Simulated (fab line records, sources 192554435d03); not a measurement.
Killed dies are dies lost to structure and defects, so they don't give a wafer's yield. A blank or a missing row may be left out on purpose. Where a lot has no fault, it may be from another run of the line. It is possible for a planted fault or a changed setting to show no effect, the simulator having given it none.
Problem report in the 8D (eight disciplines) form, filled by code | flow n5Finfet | the parts of the form that need people (team, actions taken, sign-off) are left out

1. THE ISSUE
Wafers without a fault read 1500.0 rpm, standard deviation 1; spinSpeedRpm at N5_SD_EPI_P_COAT_03 reads a mean of 1232.2 rpm on 6 wafers belonging to 2 lots. That is -99 or more standard deviations from the usual mean.
The step: resist thk 150 nm.
Seen first at day 5 08:45 on lithoTrack-02, wafer L231.1. At this step, 18 wafers from 6 lots have a number in the record. Rule for "out", or "out of limits": more than 4 standard deviations from the usual mean. Any other wafer with a number is counted as sound.

2. WHAT IT IS, AND WHAT IT ISN'T
question                    | is                     | is not
which readings at this step | spinSpeedRpm           | -
which lots                  | L231, L233             | L223, L226, L240, L243
which wafers of those lots  | all that have a number | -
read on which tools         | lithoTrack-02          | lithoTrack-03, lithoTrack-05
when                        | from day 5 08:45       | up to then (6 sound wafers); but 6 sound wafers of L240, L243 came after

3. WHAT RULES OUT EACH SUSPECT
Counting: a tool stays on the suspect list if, at a process step up to the reading, it processed all lots that are out and no sound lot following the first of them.
- lithoTrack-02 at N5_SD_EPI_P_COAT_03 (resist thk 150 nm): kept. All lots that are out passed through it, beginning with L231 at day 5 08:45, and no sound lot followed; its final sound lot before that point was L226 at day 4 03:15. On those wafers its own readings are out: spinSpeedRpm.
Left after counting: lithoTrack-02 at N5_SD_EPI_P_COAT_03.

4. THE CAUSE (what the simulator had put in)
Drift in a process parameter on lithoTrack-02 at N5_SD_EPI_P_COAT_03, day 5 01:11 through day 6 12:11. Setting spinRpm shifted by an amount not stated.
The count eliminated every tool but this one.

5. SEQUENCE OF EFFECTS, ordered by route
Each row: a reading whose mean over the struck wafers that have a number lies more than 3 standard deviations from the usual. Readings are gone through only where the record gives a usual standard deviation; hours: the median, over the lots, of the time from a lot's start at the first step in this table giving one to that lot's start at this step; sigmas: the change measured in usual standard deviations.
hours | step                | reading      | usual      | on struck wafers | change | sigmas
0     | N5_SD_EPI_P_COAT_03 | spinSpeedRpm | 1500.0 rpm | 1232.2           | -267.8 | -99 or more
Here are the process steps it includes:
- N5_SD_EPI_P_COAT_03: resist thk 150 nm.
Later steps that measure or inspect, where all struck wafers having a row at the step show a number for every such reading and not one has moved that far: N5_SD_EPI_P_CD_MEAS_09, N5_SD_EPI_P_OVL_MEAS_10, N5_SD_EPI_P_INSPECT_11, N5_BEOL_M4_RC_MEAS_101.

6. WHAT WOULD HAVE CAUGHT IT SOONER
In this record the first reading out of limits was taken at day 5 08:45, 8 hours after the fault began at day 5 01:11.
